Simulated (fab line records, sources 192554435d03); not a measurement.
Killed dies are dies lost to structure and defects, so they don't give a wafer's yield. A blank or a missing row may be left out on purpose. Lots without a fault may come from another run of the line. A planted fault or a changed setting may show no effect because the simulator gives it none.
Chamber matching | flow n5_finfet | N5_BEOL_M3_STRIP_19 on rie_diel-03: 4 sister chambers
The step strips in O2. 24 wafers are shown with their chamber, then 12 later ones without.

WAFERS WITH THEIR CHAMBER
wafer  | chamber | showerhead_plenum_p_Torr (Torr) | drypump_motor_current_A (A) | throttle_valve_pct (%)
L082.1 | 3       | 2.24                            | 6.2                         | 16.64
L082.2 | 2       | 1.99                            | 5.1                         | 16.92
L082.4 | 1       | 2.18                            | 5.4                         | 16.81
L083.1 | 1       | 2.18                            | 5.4                         | 16.83
L083.2 | 2       | 1.99                            | 5.1                         | 16.92
L083.3 | 0       | 2.23                            | 5.9                         | 16.31
L083.4 | 3       | 2.24                            | 6.2                         | 16.63
L083.5 | 1       | 2.18                            | 5.4                         | 16.82
L083.6 | 0       | 2.23                            | 5.9                         | 16.30
L084.1 | 3       | 2.24                            | 6.2                         | 16.63
L084.3 | 0       | 2.23                            | 5.8                         | 16.33
L084.5 | 2       | 1.99                            | 5.1                         | 16.91
L088.1 | 0       | 2.22                            | 5.9                         | 16.33
L088.2 | 3       | 2.23                            | 6.2                         | 16.64
L088.4 | 2       | 1.99                            | 5.1                         | 16.95
L087.1 | 0       | 2.22                            | 5.8                         | 16.33
L087.2 | 3       | 2.23                            | 6.2                         | 16.64
L087.3 | 2       | 1.99                            | 5.1                         | 16.94
L087.4 | 2       | 1.99                            | 5.1                         | 16.94
L087.5 | 3       | 2.23                            | 6.2                         | 16.66
L087.6 | 0       | 2.22                            | 5.9                         | 16.33
L090.1 | 3       | 2.23                            | 6.2                         | 16.63
L090.4 | 2       | 1.99                            | 5.1                         | 16.95
L090.6 | 1       | 2.18                            | 5.4                         | 16.84

SIGNATURES (means of the wafers above)
reading                  | chamber 0 | chamber 1 | chamber 2 | chamber 3 | scatter within a chamber
showerhead_plenum_p_Torr | 2.2250    | 2.1800    | 1.9900    | 2.2343    | 0.00401
drypump_motor_current_A  | 5.867     | 5.400     | 5.100     | 6.200     | 0.0258
throttle_valve_pct       | 16.3217   | 16.8250   | 16.9329   | 16.6386   | 0.0134
Rule: a wafer's distance from a chamber is the root of the sum, over the readings, of the square of ((its reading less the chamber's mean) divided by the reading's scatter). The wafer belongs to the nearest chamber; if the next one is less than 2 further off, it can't be placed. The scatter: the root of (the sum of the squares of (reading less its chamber's mean) over the shown wafers, divided by (wafers less chambers)).

WAFERS WITHOUT THEIR CHAMBER
wafer  | showerhead_plenum_p_Torr (Torr) | drypump_motor_current_A (A) | throttle_valve_pct (%)
L091.1 | 2.23                            | 6.2                         | 16.63
L091.2 | 2.22                            | 5.9                         | 16.34
L091.4 | 1.99                            | 5.1                         | 16.94
L093.4 | 2.23                            | 6.2                         | 16.65
L093.5 | 2.17                            | 5.4                         | 16.83
L093.6 | 2.22                            | 5.9                         | 16.36
L094.2 | 2.25                            | 5.1                         | 16.45
L094.4 | 2.22                            | 5.9                         | 16.36
L094.5 | 2.23                            | 6.2                         | 16.68
L096.1 | 2.17                            | 5.4                         | 16.86
L096.2 | 2.22                            | 5.8                         | 16.36
L096.4 | 2.23                            | 6.2                         | 16.69

WHICH CHAMBER EACH WENT THROUGH
wafer  | from the rows above | in truth
L091.1 | 3                   | 3
L091.2 | 0                   | 0
L091.4 | 2                   | 2
L093.4 | 3                   | 3
L093.5 | 1                   | 1
L093.6 | 0                   | 0
L094.2 | 0                   | 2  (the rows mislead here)
L094.4 | 0                   | 0
L094.5 | 3                   | 3
L096.1 | 1                   | 1
L096.2 | 0                   | 0
L096.4 | 3                   | 3
Placed correctly: 11 of 12. Can't be placed from these rows: 0. Placed wrongly: 1.
